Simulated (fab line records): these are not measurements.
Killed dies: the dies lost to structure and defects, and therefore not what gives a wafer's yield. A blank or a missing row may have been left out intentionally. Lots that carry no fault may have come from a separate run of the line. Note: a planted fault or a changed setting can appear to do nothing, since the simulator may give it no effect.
Matching of chambers :: flow n5_finfet :: rie_diel-04 running N5_GATE_CUT_ETCH_28: 4 sister chambers
The step etches underlayer in N2/H2, target depth 13 nm, time 10.4 s. 4 wafers are shown with their chamber, then 7 later ones without.

== WAFERS PAIRED WITH THEIR CHAMBERS ==
wafer: L077.4
chamber: 0
showerhead_plenum_p_Torr (Torr): 2.37

wafer: L080.2
chamber: 3
showerhead_plenum_p_Torr (Torr): 2.60

wafer: L082.2
chamber: 1
showerhead_plenum_p_Torr (Torr): 2.41

wafer: L082.5
chamber: 2
showerhead_plenum_p_Torr (Torr): 2.58

== WAFERS MISSING THEIR CHAMBER ==
wafer: L082.6
showerhead_plenum_p_Torr (Torr): 2.60

wafer: L085.1
showerhead_plenum_p_Torr (Torr): 2.68

wafer: L085.2
showerhead_plenum_p_Torr (Torr): 2.59

wafer: L085.6
showerhead_plenum_p_Torr (Torr): 2.58

wafer: L091.1
showerhead_plenum_p_Torr (Torr): 2.57

wafer: L091.3
showerhead_plenum_p_Torr (Torr): 2.41

wafer: L091.4
showerhead_plenum_p_Torr (Torr): 2.59

== CHAMBER TAKEN BY EACH ==
wafer: L082.6
from the rows above: can't be placed: 3 or 2
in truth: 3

wafer: L085.1
from the rows above: can't be placed: 3 or 2
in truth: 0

wafer: L085.2
from the rows above: can't be placed: 2 or 3
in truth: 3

wafer: L085.6
from the rows above: can't be placed: 2 or 3
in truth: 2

wafer: L091.1
from the rows above: can't be placed: 2 or 3
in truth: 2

wafer: L091.3
from the rows above: can't be placed: 1 or 0
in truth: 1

wafer: L091.4
from the rows above: can't be placed: 2 or 3
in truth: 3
Placed correctly: 0 of 7. Unplaceable from these rows: 7, with the true chamber sitting among the candidates in 6. Number placed wrongly: 0.
How it was worked out, from the rows above alone: a wafer's distance from a chamber is the root of the sum, over the readings, of the square of ((its reading less the chamber's mean) divided by the reading's scatter). The wafer belongs to the nearest chamber; if the next one is less than 2 further off, it can't be placed. For every chamber, the mean is computed from those of its wafers that are shown. The scatter: with one shown wafer a chamber, the root of the mean of the squares of how far each hidden wafer lies from its nearest shown one.
